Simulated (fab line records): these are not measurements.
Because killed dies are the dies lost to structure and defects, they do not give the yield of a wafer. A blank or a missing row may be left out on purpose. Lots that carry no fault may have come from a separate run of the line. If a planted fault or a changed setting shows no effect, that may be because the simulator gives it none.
Matching of chambers    flow nand_harc    NHARC_A_WL_FILL_ALD_19 on ald_metal-03: 4 sister chambers
The step deposits TiN, target thk 2 nm, pulse time 3 s, ald cycles 100. 14 wafers are shown with their chamber, then 7 later ones without.

== EACH WAFER AND ITS CHAMBER ==
wafer   chamber  heater_power_w (W)  precursor_pulse_height_rel
L076.2  0        978                 1.008
L076.3  3        1143                1.023
L076.6  3        1118                1.007
L074.2  2        1002                1.000
L074.3  3        1097                0.992
L074.4  0        981                 0.973
L077.2  2        991                 1.003
L077.3  3        1121                0.996
L077.6  0        995                 0.985
L081.2  1        1066                0.995
L081.3  0        975                 0.997
L081.6  0        989                 0.985
L089.2  3        1073                1.006
L089.3  2        1010                1.019

SIGNATURES, as means of the wafers listed above
reading                     chamber 0  chamber 1  chamber 2  chamber 3  scatter within a chamber
heater_power_w              983.60     1066.00    1001.00    1110.40    18.1
precursor_pulse_height_rel  0.98960    0.99500    1.00733    1.00480    0.0122
Rule: distance of a wafer from a chamber = root of the sum over the readings of ((wafer's reading minus chamber's mean) / reading's scatter) squared. If the next closest chamber is less than 2 further off than the closest, the wafer can't be placed; otherwise it belongs to the closest. The scatter: the root of (the sum of the squares of (reading less its chamber's mean) over the shown wafers, divided by (wafers less chambers)).

== WAFERS WHOSE CHAMBER IS MISSING ==
wafer   heater_power_w (W)  precursor_pulse_height_rel
L089.4  1069                1.007
L093.1  1059                1.030
L093.2  1022                0.998
L093.4  1020                1.006
L096.2  1090                0.962
L096.4  1055                0.985
L096.6  1021                1.011

== WHICH CHAMBER EACH ONE RAN IN ==
wafer   from the rows above           in truth
L089.4  can't be placed: 1 or 3       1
L093.1  can't be placed: 1 or 3 or 2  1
L093.2  can't be placed: 2 or 0 or 1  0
L093.4  can't be placed: 2 or 0 or 1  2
L096.2  can't be placed: 1 or 3       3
L096.4  1                             1
L096.6  can't be placed: 2 or 0 or 1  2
Placed correctly: 1 of 7. Cannot be placed on the basis of these rows: 6; the candidates contain the true chamber in 6. Number placed wrongly: 0.
